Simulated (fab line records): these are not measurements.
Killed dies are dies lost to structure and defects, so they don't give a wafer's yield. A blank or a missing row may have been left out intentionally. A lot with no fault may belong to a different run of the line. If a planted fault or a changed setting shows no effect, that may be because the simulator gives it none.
Which tool is to blame? | flow nand harc | 12 lots, 36 wafers sampled, at 3 steps of a route of 1159

## WHAT EACH GAUGE READ, for each wafer
NHARC_A_STAIRCASE_INSPECT_155.
lot  | measured     | on                | raw defect count
L074 | day 13 15:20 | defect inspect-01 | 434 306 286
L077 | day 14 08:56 | defect inspect-02 | 271 263 291
L080 | day 15 07:59 | defect inspect-02 | 238 469 476
L082 | day 15 20:25 | defect inspect-01 | 441 276 366
L083 | day 15 20:07 | defect inspect-01 | 310 283 227
L085 | day 16 22:59 | defect inspect-01 | 260 195 308
L087 | day 16 23:04 | defect inspect-02 | 378 322 258
L089 | day 17 21:29 | defect inspect-01 | 248 287 214
L090 | day 17 21:04 | defect inspect-01 | 247 263 326
L092 | day 18 10:14 | defect inspect-02 | 201 367 376
L095 | day 19 02:04 | defect inspect-01 | 280 239 167
L097 | day 19 15:37 | defect inspect-02 | 419 373 261

## WHICH TOOL RAN EACH LOT (tool, then ch and the chambers of the sampled wafers, then the start)
lot  | NHARC_A_STAIRCASE_STRIP_238          | NHARC_A_STAIRCASE_STRIP_475
L074 | plasma asher-01 ch 0,1, day 11 07:35 | rie diel-02 ch 2,3, day 13 15:20 or earlier
L077 | plasma asher-01 ch 0,1, day 11 21:01 | rie diel-04 ch 1,2,3, day 14 08:56 or earlier
L080 | plasma asher-02 ch 0,1, day 12 20:03 | rie diel-01 ch 1,2, day 15 07:59 or earlier
L082 | plasma asher-02 ch 0,1, day 13 12:19 | rie diel-01 ch 1,2,3, day 15 20:25 or earlier
L083 | plasma asher-01 ch 0, day 13 14:11   | rie diel-04 ch 1,3, day 15 20:07 or earlier
L085 | plasma asher-02 ch 0,1, day 14 12:32 | rie diel-04 ch 1,2,3, day 16 22:59 or earlier
L087 | plasma asher-01 ch 0,1, day 14 17:37 | rie diel-02 ch 1,2, day 16 23:04 or earlier
L089 | plasma asher-02 ch 0,1, day 15 00:08 | rie diel-02 ch 1,2,3, day 17 21:29 or earlier
L090 | plasma asher-02 ch 0,1, day 15 06:58 | rie diel-01 ch 2,3, day 17 21:04 or earlier
L092 | plasma asher-02 ch 0,1, day 15 22:39 | rie diel-04 ch 0,1,2, day 18 10:14 or earlier
L095 | plasma asher-02 ch 0,1, day 16 13:10 | rie diel-04 ch 2,3, day 19 02:04 or earlier
L097 | plasma asher-02 ch 0,1, day 16 22:52 | rie diel-01 ch 1,3, day 19 15:37 or earlier
- NHARC_A_STAIRCASE_STRIP_238: strips in O2.
- NHARC_A_STAIRCASE_STRIP_475: strips in O2, time 20 s.

## THE ANSWER, worked out from the rows above alone
Rule: the usual values come from the lots themselves. Put in order of their means at a reading, lots are off if they are a third of the lots or fewer, leave a main group of 4 or more, and stand apart from it by a gap of 3 or more times the standard deviation of the main group's means; of several such gaps the widest counts. The tables above print the reading to a certain number of digits; a main group whose means all agree to those digits is not used. A lot without any number at a reading at which 4 lots or more have one is off too. All remaining lots with rows at the step are treated as sound.
No lot is off on any of the readings shown, so nothing can be concluded from this.

## WHAT THE SIMULATOR HAD INSERTED
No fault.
